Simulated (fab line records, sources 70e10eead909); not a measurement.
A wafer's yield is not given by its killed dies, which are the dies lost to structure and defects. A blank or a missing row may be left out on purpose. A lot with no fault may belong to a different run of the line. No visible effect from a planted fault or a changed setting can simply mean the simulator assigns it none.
Comparing a struck lot with a sound one -- flow nand harc -- 15 steps out of a route of 1302
Sound: these wafers, L198.1, L198.3, L198.6. Wafers L212.2, L212.4, L212.6 were the ones struck. The cause is named last.
At each step with rows: each side's tool, then ch and its chambers, then its first start. Under that, the readings that differ: sound wafers -- struck wafers -- difference of the means -- sigmas: that difference in standard deviations of wafers without a fault.
alike: words and numbers the same on both sides, and readings whose means are apart by under 2 such deviations; not compared: readings that were withheld, readings missing a value for some wafer, numbers with overlapping values and no deviation given by the record, and bounds like >300 which may hide the same value.
Wherever a step has rows on one side only, a row that says differs or no value, or a row with sigmas, the two part there. Non-overlapping numbers with no deviation appear without sigmas and do not part them. A reading missing from all wafers of one side parts the sides only when that side holds two or more wafers.

first, 2 steps without rows for these wafers: NHARC_A_DECK1_JOINT_ANNEAL_28 (time 1800 s); NHARC_A_DECK1_JOINT_ANNEAL_29 (time 1800 s).
NHARC_A_DECK1_JOINT_CMP_02: polishes SiOx.
  sound on cmp-03 ch 0,2, day 14 07:20; struck on cmp-03 ch 0,1,2, day 19 20:48
  alike: motor current A
after that, 1 step had no rows for these wafers: NHARC_A_DECK1_JOINT_SRD_15.
NHARC_A_DECK1_JOINT_DEP_16: deposits SiO2, target thk 45 nm.
  sound on pecvd-02 ch 0,1, day 14 07:47; struck on pecvd-02 ch 1,2, day 19 21:29
  alike: heater power w, throttle valve pct
NHARC_A_DECK1_JOINT_THK_MEAS_17: measures by ellipsometry.
  sound: film metro-02 at day 14 08:04; struck: film metro-01 at day 19 21:46
  alike: thk nm
NHARC_A_DECK1_JOINT_INSPECT_05:
  sound: defect inspect-01 at day 14 08:05; struck: defect inspect-01 at day 19 21:49
  alike: raw defect count
next comes 1 step that has no rows for these wafers: NHARC_A_ONON_D2_DEP_00 (target thickness 1000 nm).
NHARC_A_ONON_D2_THK_MEAS_02: measures by ellipsometry.
  sound: film metro-02 at day 14 08:40; struck: film metro-01 at day 19 22:23
  alike: thk nm
next comes 1 step that has no rows for these wafers: NHARC_A_ONON_D2_DEP_03 (target thickness 1000 nm).
NHARC_A_ONON_D2_THK_MEAS_05: measures by ellipsometry.
  sound: film metro-02 at day 14 09:14; struck: film metro-02 at day 19 22:57
reading,sound,struck,difference,sigmas
thk nm (nm),1012 1014 1014,994 995 994,-19,-2
NHARC_A_ONON_D2_DEP_06: target thk 1000 nm.
  sound on pecvd onon-03 ch 0, day 14 09:17; struck on pecvd onon-03 ch 0, day 19 23:04
NHARC_A_ONON_D2_THK_MEAS_08: measures by ellipsometry.
  sound: film metro-02 at day 14 09:49; struck: film metro-01 at day 19 23:31
reading,sound,struck,difference,sigmas
thk nm (nm),998 996 999,565 569 563,-432,-39
next comes 1 step that has no rows for these wafers: NHARC_A_ONON_D2_DEP_09 (target thickness 1000 nm).
-- break in the record here, with 13 days between the starts of the struck wafers on either side (left off in module A_ONON_D2, picked up again in module END, where the first step shown is number 1302 on the route) --
NHARC_END_SORT_01:
  at this point the record logs the struck wafers (prober-02 ch 0, day 32 21:46) and has no rows for the sound ones

## WHERE THEY PART
First at NHARC_A_ONON_D2_THK_MEAS_05; last, within this record, at NHARC_END_SORT_01.

WHY: what had been put in by the simulator
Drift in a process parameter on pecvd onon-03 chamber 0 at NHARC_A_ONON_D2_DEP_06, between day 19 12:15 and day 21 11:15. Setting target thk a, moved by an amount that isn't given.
